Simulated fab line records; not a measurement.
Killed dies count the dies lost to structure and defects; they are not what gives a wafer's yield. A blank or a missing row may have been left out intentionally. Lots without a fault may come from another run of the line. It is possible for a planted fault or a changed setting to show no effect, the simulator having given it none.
Chamber matching :: flow nandHarc :: pecvd-02 running NHARC_A_M0_DEP_00: 3 sister chambers
The step deposits SiOC, target thk 150 nm. 14 wafers are shown with their chamber, then 7 later ones without.

== WAFERS, EACH WITH ITS CHAMBER ==
wafer: L240.2
chamber: 2
rfFwdPowerW (W): 597.0
showerheadVppV (V): 1525

wafer: L240.3
chamber: 1
rfFwdPowerW (W): 596.8
showerheadVppV (V): 1518

wafer: L240.6
chamber: 0
rfFwdPowerW (W): 595.8
showerheadVppV (V): 1525

wafer: L245.2
chamber: 0
rfFwdPowerW (W): 597.0
showerheadVppV (V): 1509

wafer: L245.3
chamber: 2
rfFwdPowerW (W): 597.7
showerheadVppV (V): 1543

wafer: L245.6
chamber: 2
rfFwdPowerW (W): 595.6
showerheadVppV (V): 1517

wafer: L247.1
chamber: 2
rfFwdPowerW (W): 595.9
showerheadVppV (V): 1520

wafer: L247.2
chamber: 1
rfFwdPowerW (W): 597.9
showerheadVppV (V): 1523

wafer: L247.6
chamber: 1
rfFwdPowerW (W): 596.8
showerheadVppV (V): 1511

wafer: L250.1
chamber: 1
rfFwdPowerW (W): 600.9
showerheadVppV (V): 1524

wafer: L250.5
chamber: 2
rfFwdPowerW (W): 595.9
showerheadVppV (V): 1515

wafer: L250.6
chamber: 1
rfFwdPowerW (W): 599.5
showerheadVppV (V): 1519

wafer: L251.1
chamber: 2
rfFwdPowerW (W): 597.7
showerheadVppV (V): 1508

wafer: L251.5
chamber: 1
rfFwdPowerW (W): 599.3
showerheadVppV (V): 1518

SIGNATURES (averages over the wafers above)
reading: rfFwdPowerW
chamber 0: 596.400
chamber 1: 598.533
chamber 2: 596.633
scatter within a chamber: 1.31

reading: showerheadVppV
chamber 0: 1517.00
chamber 1: 1518.83
chamber 2: 1521.33
scatter within a chamber: 9.32
Rule: a wafer's distance from a chamber is the root of the sum, over the readings, of the square of ((its reading less the chamber's mean) divided by the reading's scatter). The wafer belongs to the nearest chamber; if the next one is less than 2 further off, it can't be placed. How the scatter is found: for the shown wafers, subtract from each reading the mean of its chamber, square and add these, divide the total by (wafers less chambers), then take the root.

== WAFERS WHOSE CHAMBER IS MISSING ==
wafer: L251.6
rfFwdPowerW (W): 600.0
showerheadVppV (V): 1522

wafer: L253.2
rfFwdPowerW (W): 596.4
showerheadVppV (V): 1530

wafer: L253.3
rfFwdPowerW (W): 599.9
showerheadVppV (V): 1508

wafer: L253.5
rfFwdPowerW (W): 601.3
showerheadVppV (V): 1533

wafer: L255.2
rfFwdPowerW (W): 598.1
showerheadVppV (V): 1555

wafer: L255.3
rfFwdPowerW (W): 600.3
showerheadVppV (V): 1536

wafer: L255.5
rfFwdPowerW (W): 597.2
showerheadVppV (V): 1533

== THE CHAMBER EACH PASSED THROUGH ==
wafer: L251.6
from the rows above: can't be placed: 1 or 2 or 0
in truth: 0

wafer: L253.2
from the rows above: can't be placed: 2 or 0 or 1
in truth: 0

wafer: L253.3
from the rows above: can't be placed: 1 or 0 or 2
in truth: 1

wafer: L253.5
from the rows above: can't be placed: 1 or 2 or 0
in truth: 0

wafer: L255.2
from the rows above: can't be placed: 2 or 1 or 0
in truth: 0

wafer: L255.3
from the rows above: can't be placed: 1 or 2 or 0
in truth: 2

wafer: L255.5
from the rows above: can't be placed: 2 or 0 or 1
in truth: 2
Correctly placed: 0 of 7. Unplaceable from these rows: 7, with the true chamber sitting among the candidates in 7. 0 placed wrongly.
